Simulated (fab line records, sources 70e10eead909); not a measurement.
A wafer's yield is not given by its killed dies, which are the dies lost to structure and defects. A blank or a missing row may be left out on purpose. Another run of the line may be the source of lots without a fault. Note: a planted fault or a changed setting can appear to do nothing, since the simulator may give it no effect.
Chamber matching / flow nandHarc / cmp-02 running NHARC_A_STAIRCASE_CMP_472: 4 sister chambers
The step polishes SiO2. 4 wafers are shown with their chamber, then 11 later ones without.

## WAFERS, EACH WITH ITS CHAMBER
wafer=L080.6; chamber=1; motorCurrentA (A)=13.0
wafer=L092.5; chamber=3; motorCurrentA (A)=9.5
wafer=L092.6; chamber=2; motorCurrentA (A)=13.9
wafer=L091.1; chamber=0; motorCurrentA (A)=12.7

## WAFERS WITH NO CHAMBER GIVEN
wafer=L091.3; motorCurrentA (A)=12.2
wafer=L091.4; motorCurrentA (A)=13.7
wafer=L094.3; motorCurrentA (A)=14.3
wafer=L094.4; motorCurrentA (A)=9.3
wafer=L094.6; motorCurrentA (A)=9.3
wafer=L095.1; motorCurrentA (A)=13.1
wafer=L095.2; motorCurrentA (A)=13.7
wafer=L095.6; motorCurrentA (A)=13.7
wafer=L097.1; motorCurrentA (A)=9.2
wafer=L097.3; motorCurrentA (A)=13.2
wafer=L097.6; motorCurrentA (A)=9.4

## EACH ONE'S CHAMBER
wafer=L091.3; from the rows above=can't be placed: 0 or 1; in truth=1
wafer=L091.4; from the rows above=can't be placed: 2 or 1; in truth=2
wafer=L094.3; from the rows above=2; in truth=2
wafer=L094.4; from the rows above=3; in truth=3
wafer=L094.6; from the rows above=3; in truth=3
wafer=L095.1; from the rows above=can't be placed: 1 or 0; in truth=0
wafer=L095.2; from the rows above=can't be placed: 2 or 1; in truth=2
wafer=L095.6; from the rows above=can't be placed: 2 or 1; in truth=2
wafer=L097.1; from the rows above=3; in truth=3
wafer=L097.3; from the rows above=can't be placed: 1 or 0 or 2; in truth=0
wafer=L097.6; from the rows above=3; in truth=3
Placed correctly: 5 of 11. These rows do not allow placing 6 (true chamber among the candidates in 6). Number placed wrongly: 0.
How it was worked out, from the rows above alone: a wafer's distance from a chamber is the root of the sum, over the readings, of the square of ((its reading less the chamber's mean) divided by the reading's scatter). The wafer belongs to the nearest chamber; if the next one is less than 2 further off, it can't be placed. For every chamber, the mean is computed from those of its wafers that are shown. The scatter: root of mean squared gap, hidden wafer to nearest shown wafer, with one shown wafer a chamber.
